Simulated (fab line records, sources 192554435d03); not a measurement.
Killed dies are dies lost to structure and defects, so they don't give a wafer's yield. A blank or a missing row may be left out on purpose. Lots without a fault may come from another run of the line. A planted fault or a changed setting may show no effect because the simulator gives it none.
fab line records | flow n5_finfet
record lots=6 wafers=18 last_day=16
route steps=1938 shown PASSIVATION@1898
lots that met no fault: from a run of the same line without faults
start_h: hours from the record's first day to the start of the lot's first wafer shown | wait_h: hours since the lot's step before | " the same as in the row above | L1.1+2: a row that stands for several wafers | - no value, or no start given | * or withheld: withheld | < > ~ a bound
route shown NAME@n: a module of which the file shows steps, and the number in the route of the first | usual: mean/standard deviation of fault-free wafers | same: alike in all rows | chamber/n: place in a boat | sites: the reading at each site | _std_site: their standard deviation | _edge_site: outer sites' mean less inner sites' | radius_mm: how far each site lies from the wafer's centre | mask NAME#n: copy n | behind: the tool/chamber that last shaped the wafer | hold: why the lot was held/for how many hours/how that ended | device: the transistor (n, p or np) that didn't switch | end of line: the same wafers' tests at the end of the route | a step without rows: its recipe alone | killed: dies lost to structure and defects at the first sort, not the wafer's yield | map: a wafer's dies, x killed, . not, _ none there
set.NAME: the setting as run; set.NAME@STEP: as run at that earlier step | model.NAME: the simulator's own value behind a step, which no gauge read
lots at some steps of the route; a table a step, a row a wafer
services: from which hour (start_h, from the record's first day; less than 0 if before it) a tool's chamber was out of use, for how many hours, and why
## steps
# step N5_PASSIVATION_COAT_24
# recipe spin_rpm=3000 resist_thk_nm=withheld
# step N5_PASSIVATION_EBR_26
# recipe solvent=PGMEA ebr_width_mm=1.5
# step N5_PASSIVATION_SOFTBAKE_25
# recipe temp_c=100 time_s=90
# step N5_PASSIVATION_EXPOSE_27
# recipe mask_id=PAD na=0.55 source_shape=conventional sigma_outer=0.8 polarization=unpolarized defocus_nm=0 dose_mj=32.3
# step N5_PASSIVATION_PEB_28
# recipe peb_temp_c=withheld peb_time_s=*
# step N5_PASSIVATION_DEVELOP_29
# recipe develop_time_s=60 rinse_liquid=diw dry=air_spin dev_temp_c=21
# step N5_PASSIVATION_HARDBAKE_31
# recipe temp_c=130 time_s=120
# step N5_PASSIVATION_CD_MEAS_30
# recipe target_cd_nm=4000 landing_energy_ev=500 detector=se_inlens polarity=opening
# usual cd_nm=3999.8/2.1
# columns lot.wafer tool chamber start_h wait_h cd_nm
L971.1 cd_sem-02 0 265.12 - 3997.3
L971.4 " 0 " " 4002.0
L971.5 " 0 " " 3998.6
L978.2 cd_sem-02 0 309.36 - 3997.0
L978.4 " 0 " " 3998.6
L978.6 " 0 " " 4000.5
L981.1 cd_sem-02 0 326.01 - 3999.5
L981.2 " 0 " " 3999.1
L981.6 " 0 " " 3999.7
L980.2 cd_sem-01 0 329.27 - 3999.2
L980.3 " 0 " " 3998.2
L980.4 " 0 " " 3996.9
L988.2 cd_sem-02 0 371.22 - 4001.0
L988.5 " 0 " " 4002.2
L988.6 " 0 " " 4000.3
L989.1 cd_sem-01 0 377.65 - 4000.4
L989.3 " 0 " " 3999.3
L989.5 " 0 " " 3999.7
# step N5_PASSIVATION_OVL_MEAS_63
# recipe points_per_wafer=44
# usual PAD_OVL=1/5.7
# columns lot.wafer tool chamber start_h wait_h PAD_OVL[nm]
L971.1 overlay-02 0 265.15 0.0 4
L971.4 " 0 " " 3
L971.5 " 0 " " 1
L978.2 overlay-02 0 309.39 0.0 2
L978.4 " 0 " " 5
L978.6 " 0 " " 9
L981.1 overlay-01 0 326.04 0.0 -9
L981.2 " 0 " " 6
L981.6 " 0 " " -1
L980.2 overlay-02 0 329.30 0.0 -7
L980.3 " 0 " " 2
L980.4 " 0 " " 6
L988.2 overlay-01 0 371.25 0.0 6
L988.5 " 0 " " -1
L988.6 " 0 " " -6
L989.1 overlay-01 0 377.68 0.0 9
L989.3 " 0 " " 10
L989.5 " 0 " " 3
# step N5_PASSIVATION_INSPECT_64
# recipe mode=adi inspect_instrument=macro
# usual raw_defect_count=1.8/1.3
# columns lot.wafer tool chamber start_h wait_h raw_defect_count
L971.1 defect_inspect-02 - 265.17 0.0 2
L971.4 " - " " 2
L971.5 " - " " 0
L978.2 defect_inspect-01 - 309.42 0.0 1
L978.4 " - " " 2
L978.6 " - " " 0
L981.1 defect_inspect-01 - 326.07 0.0 2
L981.2 " - " " 0
L981.6 " - " " 1
L980.2 defect_inspect-02 - 329.33 0.0 5
L980.3 " - " " 0
L980.4 " - " " 2
L988.2 defect_inspect-01 - 371.27 0.0 0
L988.5 " - " " 5
L988.6 " - " " 2
L989.1 defect_inspect-01 - 377.70 0.0 3
L989.3 " - " " 2
L989.5 " - " " 1
# step N5_PASSIVATION_DESCUM_32
# recipe chemistry=O2 time_s=7.9 source_power_w=50 bias_power_w=20 pressure_mtorr=20 rf_frequency_hz=2.712e+07 temp_c=40 o2_flow_sccm=225
# usual chamber_pressure_mTorr=20.001/0.02 drypump_motor_current_A=5.8/0.47 oes_product_au=0.84/0.068 rf_vpp_V=243.1/1.1 showerhead_plenum_p_Torr=2.09/0.053 throttle_valve_pct=20.35/0.18
# columns lot.wafer tool chamber start_h wait_h chamber_pressure_mTorr drypump_motor_current_A oes_product_au rf_hours_counter_h rf_vpp_V showerhead_plenum_p_Torr throttle_valve_pct
L971.1 rie_diel-06 1 265.21 0.0 20.023 6.1 0.84 66 245.0 2.23 20.32
L971.4 " 0 " " 20.001 5.1 0.77 168 245.0 2.15 20.32
L971.5 " 1 " " 19.963 6.0 0.85 - 244.2 2.23 20.33
L978.2 rie_diel-01 1 309.47 0.1 20.002 6.4 0.80 113 243.8 2.09 20.05
L978.4 " 2 " " 20.000 5.3 0.90 25 242.1 2.04 20.24
L978.6 " 2 " " 20.015 5.3 0.90 - 241.8 2.04 20.23
L981.1 rie_diel-03 3 326.20 0.1 20.004 5.7 0.86 59 242.5 2.03 20.09
L981.2 " 1 " " 20.004 6.0 0.80 95 243.2 2.02 20.47
L981.6 " 2 " " 19.991 5.4 0.83 - 242.1 2.11 20.46
L980.2 rie_diel-03 2 329.41 0.1 20.007 5.3 0.82 83 243.6 2.11 20.46
L980.3 " 1 " " 19.979 6.0 0.79 96 242.0 2.02 20.47
L980.4 " 0 " " 20.006 5.8 0.86 68 243.8 2.12 20.57
L988.2 rie_diel-06 3 371.31 0.0 20.028 5.6 0.71 246 241.2 2.05 20.86
L988.5 " 3 " " 19.985 5.6 0.70 - 243.2 2.05 20.85
L988.6 " 2 " " 20.004 5.5 0.85 - 245.0 2.12 20.33
L989.1 rie_diel-06 1 377.74 0.0 19.988 6.0 0.80 106 244.7 2.22 20.39
L989.3 " 3 " " 20.029 5.7 0.71 248 242.6 2.05 20.86
L989.5 " 2 " " 20.021 5.5 0.85 - 244.3 2.12 20.33
# step N5_PASSIVATION_AL_ETCH_33
# recipe chemistry=Cl2/BCl3 target_depth_a=28000 over_etch_frac=0.15 Cl2_flow_sccm=180 bcl3_flow_sccm=60 target=Al stop_on=TaN time_s=466.7 ion_energy_ev=100 pressure_mtorr=10 icp_w=900 bias_w=100
# usual chamber_pressure_mTorr=9.999/0.0086 drypump_motor_current_A=5.6/0.39 oes_product_au=0.72/0.11 throttle_valve_pct=34.39/0.19
# columns lot.wafer tool chamber start_h wait_h chamber_pressure_mTorr drypump_motor_current_A oes_product_au rf_hours_counter_h throttle_valve_pct
L971.1 rie_metal-02 1 265.29 0.1 9.987 6.1 0.60 91 34.43
L971.4 " 0 " " 9.994 5.1 0.68 - 34.29
L971.5 " 0 " " 10.011 5.1 0.68 - 34.29
L978.2 rie_metal-01 0 309.56 0.1 9.997 5.7 0.84 4 34.31
L978.4 " 0 " " 9.987 5.7 0.85 - 34.31
L978.6 " 0 " " 10.000 5.6 0.86 - 34.30
L981.1 rie_metal-02 1 326.29 0.1 9.992 6.1 0.59 96 34.42
L981.2 " 0 " " 10.009 5.1 0.68 48 34.25
L981.6 " 1 " " 9.989 6.1 0.59 - 34.42
L980.2 rie_metal-02 0 329.49 0.1 10.000 5.1 0.67 48 34.27
L980.3 " 0 " " 10.000 5.1 0.66 - 34.33
L980.4 " 1 " " 9.995 6.1 0.59 - 34.45
L988.2 rie_metal-01 0 371.53 0.2 9.994 5.7 0.79 - 34.37
L988.5 " 0 " " 10.004 5.7 0.80 - 34.34
L988.6 " 0 " " 10.003 5.7 0.78 - 34.37
L989.1 rie_metal-01 1 377.83 0.1 9.985 6.1 0.89 0 34.71
L989.3 " 0 " " 10.001 5.6 0.79 - 34.35
L989.5 " 0 " " 9.987 5.7 0.80 - 34.31
# step N5_PASSIVATION_ETCH_59
# recipe chemistry=Cl2/BCl3 target=TaN target_depth_a=650 time_s=34.9 ion_energy_ev=100 pressure_mtorr=10 icp_w=900 bias_w=100 Cl2_flow_sccm=60 bcl3_flow_sccm=30
# usual chamber_pressure_mTorr=9.999/0.0087 drypump_motor_current_A=5.6/0.4 oes_product_au=0.81/0.13 throttle_valve_pct=21.20/0.19
# columns lot.wafer tool chamber start_h wait_h chamber_pressure_mTorr drypump_motor_current_A oes_product_au rf_hours_counter_h throttle_valve_pct model.etch.depth_nm
L971.1 rie_metal-02 1 265.70 0.3 10.002 6.1 0.67 91 21.38 65.11
L971.4 " 0 " " 10.016 5.1 0.76 - 21.04 65.54
L971.5 " 0 " " 9.991 5.1 0.76 - 21.08 65.15
L978.2 rie_metal-01 0 309.96 0.3 9.997 5.6 0.94 5 21.13 64.74
L978.4 " 0 " " 10.016 5.6 0.94 - 21.11 65.22
L978.6 " 0 " " 10.001 5.6 0.94 - 21.13 64.74
L981.1 rie_metal-02 1 326.69 0.3 9.996 6.1 0.65 96 21.39 65.22
L981.2 " 0 " " 9.998 5.1 0.75 48 21.08 65.89
L981.6 " 1 " " 10.017 6.1 0.65 - 21.40 65.04
L980.2 rie_metal-02 0 329.89 0.3 10.006 5.1 0.75 49 21.06 66.03
L980.3 " 0 " " 9.988 5.1 0.75 - 21.08 66.14
L980.4 " 1 " " 9.996 6.1 0.66 - 21.40 65.27
L988.2 rie_metal-01 0 372.23 0.6 10.007 5.6 1.21 - 20.50 96.67
L988.5 " 0 " " 10.003 5.6 0.89 - 21.17 64.89
L988.6 " 0 " " 10.002 5.6 0.89 - 21.14 65.07
L989.1 rie_metal-01 1 378.23 0.3 9.997 6.2 1.00 0 21.30 66.93
L989.3 " 0 " " 9.993 5.7 1.18 - 20.52 95.52
L989.5 " 0 " " 10.003 5.6 0.88 - 21.18 64.49
# step N5_PASSIVATION_STRIP_34
# recipe chemistry=O2 power_w=600 temp_c=60 pressure_mtorr=30 rf_frequency_hz=6e+07 bias_power_w=0 overash_fraction=2 o2_flow_sccm=225
# usual chamber_pressure_mTorr=30.00/0.083 drypump_motor_current_A=5.7/0.38 oes_product_au=0.82/0.063 rf_vpp_V=3.6/1.5 showerhead_plenum_p_Torr=2.10/0.059 throttle_valve_pct=16.65/0.2
# same overash_fraction=2
# columns lot.wafer tool chamber start_h wait_h chamber_pressure_mTorr drypump_motor_current_A oes_product_au rf_hours_counter_h rf_vpp_V showerhead_plenum_p_Torr throttle_valve_pct
L971.1 rie_diel-01 1 265.81 0.1 29.96 6.4 0.85 104 1.7 2.10 16.33
L971.4 " 3 " " 30.06 5.5 1.02 1 4.7 2.07 16.46
L971.5 " 3 " " 29.83 5.5 1.02 - 3.7 2.07 16.46
L978.2 rie_diel-03 2 310.08 0.1 30.08 5.3 0.84 76 2.8 2.12 16.61
L978.4 " 3 " " 30.00 5.8 0.87 53 4.9 2.04 16.33
L978.6 " 1 " " 30.00 6.0 0.80 - 8.1 2.03 16.69
L981.1 rie_diel-06 1 326.81 0.1 30.18 6.0 0.81 88 6.6 2.23 16.58
L981.2 " 2 " " 30.11 5.6 0.90 44 2.7 2.13 16.51
L981.6 " 3 " " 29.95 5.7 0.72 - 3.6 2.06 17.12
L980.2 rie_diel-03 3 330.01 0.1 29.86 5.7 0.87 60 3.9 2.03 16.31
L980.3 " 0 " " 29.99 5.9 0.85 68 1.5 2.12 16.80
L980.4 " 1 " " 30.01 6.0 0.80 96 2.4 2.03 16.66
L988.2 rie_diel-03 2 372.41 0.1 29.92 5.3 0.81 97 3.6 2.11 16.72
L988.5 " 1 " " 30.08 6.0 0.78 - 3.6 2.02 16.71
L988.6 " 0 " " 29.99 5.8 0.82 - 4.3 2.12 16.84
L989.1 rie_diel-03 2 378.34 0.1 30.00 5.3 0.78 99 2.8 2.11 16.75
L989.3 " 1 " " 30.05 6.0 0.78 112 4.6 2.02 16.72
L989.5 " 0 " " 30.03 5.9 0.82 - 4.1 2.12 16.77
# step N5_PASSIVATION_PROBE_49
# usual defect_limited_yield=91.6/1.6 killed_at_M0_to_M3=31/10 killed_at_M4_up=14/6.3 killed_at_contacts=12/6.1 killed_at_front_end=39/12 killed_at_other=3.7/2.8 killed_dies=100/19 killed_open=66/14 killed_short=33/8.1 sort_bin_5_function=5.0/1.1 sort_bin_6_memory=3.2/0.66 sort_n_pass=1080/18 sort_yield_pct=91.6/1.6
# same gross_dies=1180 killed_at_back_side=0 sort_bin_4_leakage[%]=0 sort_bin_8_speed[%]=0
# columns lot.wafer tool chamber start_h wait_h defect_limited_yield[%] killed_at_M0_to_M3 killed_at_M4_up killed_at_contacts killed_at_front_end killed_at_other killed_dies killed_open killed_short sort_bin_5_function[%] sort_bin_6_memory[%] sort_n_pass sort_yield_pct[%]
L971.1 prober-01 - 270.55 0.0 88.7 44 38 18 33 0 133 99 33 7.8 3.2 1047 88.7
L971.4 prober-01 - 270.70 0.2 90.4 43 19 6 41 4 113 73 40 6.4 2.7 1067 90.4
L971.5 prober-01 - 270.75 0.2 90.6 37 28 9 32 5 111 79 31 6.1 3.1 1069 90.6
L978.2 prober-02 - 314.54 0.1 91.4 39 13 7 34 9 102 63 36 4.2 3.9 1078 91.4
L978.4 prober-02 - 314.64 0.2 91.9 35 21 6 32 2 96 63 33 5.3 2.5 1084 91.9
L978.6 prober-02 - 314.74 0.3 88.2 48 15 12 54 10 139 95 43 6.4 4.7 1041 88.2
L981.1 prober-01 - 331.02 0.0 90.9 49 14 6 38 0 107 77 30 5.2 3.8 1073 90.9
L981.2 prober-01 - 331.07 0.1 92.5 31 13 8 35 1 88 58 26 4.0 3.2 1092 92.5
L981.6 prober-01 - 331.27 0.3 92.7 29 16 4 36 1 86 64 21 4.2 3.1 1094 92.7
L980.2 prober-02 - 334.38 0.1 93.9 17 13 3 37 2 72 43 29 3.6 2.3 1108 93.9
L980.3 prober-02 - 334.43 0.1 93.0 29 11 2 35 6 83 49 31 3.2 3.6 1097 93.0
L980.4 prober-02 - 334.48 0.2 93.7 22 12 4 30 6 74 51 22 3.2 2.8 1106 93.7
L989.1 prober-01 - 382.68 0.0 90.4 27 6 11 66 3 113 78 35 5.6 3.7 1067 90.4
L989.3 prober-01 - 382.78 0.1 92.3 30 13 14 32 2 91 59 30 4.2 3.1 1089 92.3
L989.5 prober-01 - 382.88 0.2 92.5 29 7 10 38 4 88 53 35 4.4 2.5 1092 92.5
# killed by level:class
L971.1 BEOL_M4:geometric_particle:open=23 MOL_CONTACT_COAG:geometric_particle:open=15 BEOL_M3:geometric_particle:open=15 STI_FIN_REVEAL:geometric_particle:open=9 FIN_SAQP:geometric_particle:open=7 FIN_SAQP:geometric_particle:short=7 BEOL_M0_SAQP:geometric_particle:open=6 BEOL_M5:geometric_particle:open=6
L971.4 FIN_SAQP:geometric_particle:open=13 BEOL_M1:geometric_particle:open=10 BEOL_M2:geometric_particle:open=9 FIN_SAQP:geometric_particle:short=8 BEOL_M0_SAQP:geometric_particle:short=8 BEOL_M4:geometric_particle:open=8 GATE_CUT:geometric_particle:short=7 BEOL_M3:geometric_particle:open=5
L971.5 BEOL_M3:geometric_particle:open=20 BEOL_M4:geometric_particle:open=19 FIN_SAQP:geometric_particle:open=7 MOL_CONTACT_COAG:geometric_particle:open=7 STI_FIN_REVEAL:geometric_particle:open=6 BEOL_M0_SAQP:geometric_particle:short=5 GATE_CUT:geometric_particle:open=4 BEOL_M1:geometric_particle:open=4
L978.2 BEOL_M0_SAQP:geometric_particle:short=9 BEOL_M0_SAQP:geometric_particle:open=8 BEOL_M1:geometric_particle:open=7 FIN_SAQP:geometric_particle:open=6 MOL_CONTACT_COAG:geometric_particle:open=6 FIN_SAQP:geometric_particle:short=5 BEOL_M3:geometric_particle:open=5 BEOL_M4:geometric_particle:open=5
L978.4 FIN_SAQP:geometric_particle:short=12 BEOL_M3:geometric_particle:open=11 BEOL_M4:geometric_particle:open=7 FIN_SAQP:geometric_particle:open=5 MOL_CONTACT_COAG:geometric_particle:open=5 BEOL_M0_SAQP:geometric_particle:short=5 BEOL_M0:geometric_particle:open=5 BEOL_M2:geometric_particle:open=5
L978.6 BEOL_M3:geometric_particle:open=23 FIN_SAQP:geometric_particle:short=14 FIN_SAQP:geometric_particle:open=12 MOL_CONTACT_COAG:geometric_particle:open=11 STI_FIN_REVEAL:geometric_particle:open=7 BEOL_M0_SAQP:geometric_particle:short=6 BEOL_M0_SAQP:geometric_particle:open=6 BEOL_M2:geometric_particle:open=6
L981.1 BEOL_M0_SAQP:geometric_particle:open=19 STI_FIN_REVEAL:geometric_particle:open=17 BEOL_M0_SAQP:geometric_particle:short=12 MOL_CONTACT_COAG:geometric_particle:open=5 BEOL_M1:geometric_particle:open=5 BEOL_M3:geometric_particle:open=5 BEOL_M4:geometric_particle:open=5 GATE_CUT:geometric_particle:open=4
L981.2 FIN_SAQP:geometric_particle:open=9 BEOL_M4:geometric_particle:open=9 MOL_CONTACT_COAG:geometric_particle:open=7 BEOL_M0_SAQP:geometric_particle:open=7 BEOL_M0_SAQP:geometric_particle:short=7 BEOL_M3:geometric_particle:open=6 FIN_SAQP:geometric_particle:short=5 STI_FIN_REVEAL:geometric_particle:open=4
L981.6 BEOL_M3:geometric_particle:open=13 FIN_SAQP:geometric_particle:open=12 BEOL_M0_SAQP:geometric_particle:open=7 BEOL_M0_SAQP:geometric_particle:short=5 FIN_SAQP:geometric_particle:short=4 MOL_CONTACT_COAG:geometric_particle:open=4 STARTING-WAFER:geometric_particle:short=4 BEOL_M4:geometric_particle:open=4
L980.2 STI_FIN_REVEAL:geometric_particle:open=8 FIN_SAQP:geometric_particle:open=7 FIN_SAQP:geometric_particle:short=6 BEOL_M4:geometric_particle:open=6 STARTING-WAFER:geometric_particle:short=5 STI_FIN_REVEAL:geometric_particle:short=4 DUMMY_GATE:geometric_particle:open=4 BEOL_M0_SAQP:geometric_particle:open=4
L980.3 FIN_SAQP:geometric_particle:open=13 BEOL_M2:geometric_particle:open=8 BEOL_M2:geometric_particle:short=6 BEOL_M0_SAQP:geometric_particle:open=5 FIN_SAQP:geometric_particle:short=4 STI_FIN_REVEAL:geometric_particle:short=4 BEOL_M4:geometric_particle:short=4 BEOL_M4:geometric_particle:open=4
L980.4 FIN_SAQP:geometric_particle:open=10 FIN_SAQP:geometric_particle:short=8 BEOL_M1:geometric_particle:open=5 BEOL_M3:geometric_particle:open=5 BEOL_M0:geometric_particle:open=4 BEOL_M2:geometric_particle:open=4 BEOL_M7:geometric_particle:open=4 STI_FIN_REVEAL:geometric_particle:open=3
L989.1 STI_FIN_REVEAL:geometric_particle:open=19 FIN_SAQP:geometric_particle:open=18 MOL_CONTACT_COAG:geometric_particle:open=9 BEOL_M0_SAQP:geometric_particle:short=9 STI_FIN_REVEAL:geometric_particle:short=6 BEOL_M3:geometric_particle:open=6 BEOL_M2:geometric_particle:open=5 GATE_CUT:geometric_particle:open=4
L989.3 MOL_CONTACT_COAG:geometric_particle:open=11 BEOL_M0_SAQP:geometric_particle:short=7 BEOL_M2:geometric_particle:open=6 BEOL_M4:geometric_particle:open=6 FIN_SAQP:geometric_particle:open=5 BEOL_M1:geometric_particle:open=5 BEOL_M3:geometric_particle:open=5 STARTING-WAFER:geometric_particle:short=5
L989.5 BEOL_M3:geometric_particle:open=12 FIN_SAQP:geometric_particle:short=8 FIN_SAQP:geometric_particle:open=6 MOL_CONTACT_COAG:geometric_particle:open=6 BEOL_M2:geometric_particle:open=6 STI_FIN_REVEAL:geometric_particle:open=5 DUMMY_GATE:geometric_particle:open=5 ILD0:geometric_particle:short=5
## services
# columns tool chamber start_h hours kind
rie_diel-01 3 247.96 - clean
rie_diel-01 3 247.96 - consumable_replace:focus_ring
rie_diel-01 3 247.96 16.2 scheduled_down
rie_diel-01 3 247.96 16.2 vent_cycle
rie_metal-01 0 250.39 - clean
rie_metal-01 0 250.39 15.3 scheduled_down
rie_metal-01 0 250.39 15.3 vent_cycle
rie_diel-03 1 267.61 8.5 repair
rie_diel-01 - 282.13 15.6 pm
rie_diel-03 0 288.61 3.7 repair
rie_diel-06 - 319.09 2.8 pm
rie_diel-06 3 347.85 6.3 repair
rie_metal-01 1 351.80 - clean
rie_metal-01 1 351.80 23.1 scheduled_down
rie_metal-01 1 351.80 23.1 vent_cycle
rie_diel-03 1 374.86 2.7 repair
## key
first_sign step=N5_PASSIVATION_ETCH_59 reading=throttle_valve_pct direction=down sigmas=3.6 usual=* struck=*
effect step=N5_PASSIVATION_ETCH_59 reading=oes_product_au direction=up sigmas=3.1 usual=0.81 struck=1.20
model_effect step=N5_PASSIVATION_ETCH_59 value=etch.depth_nm without=64.38 struck=96.09
met_at N5_PASSIVATION_ETCH_59
struck_wafers L988.2,L989.3
onset_between 309.96 372.23
fault kind=process_parameter_drift tool=rie_metal-01 chamber=- onset_h=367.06 steps=N5_PASSIVATION_ETCH_59 channel=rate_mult offset=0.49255 shape=step end_h=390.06 scope=struck_wafers_only
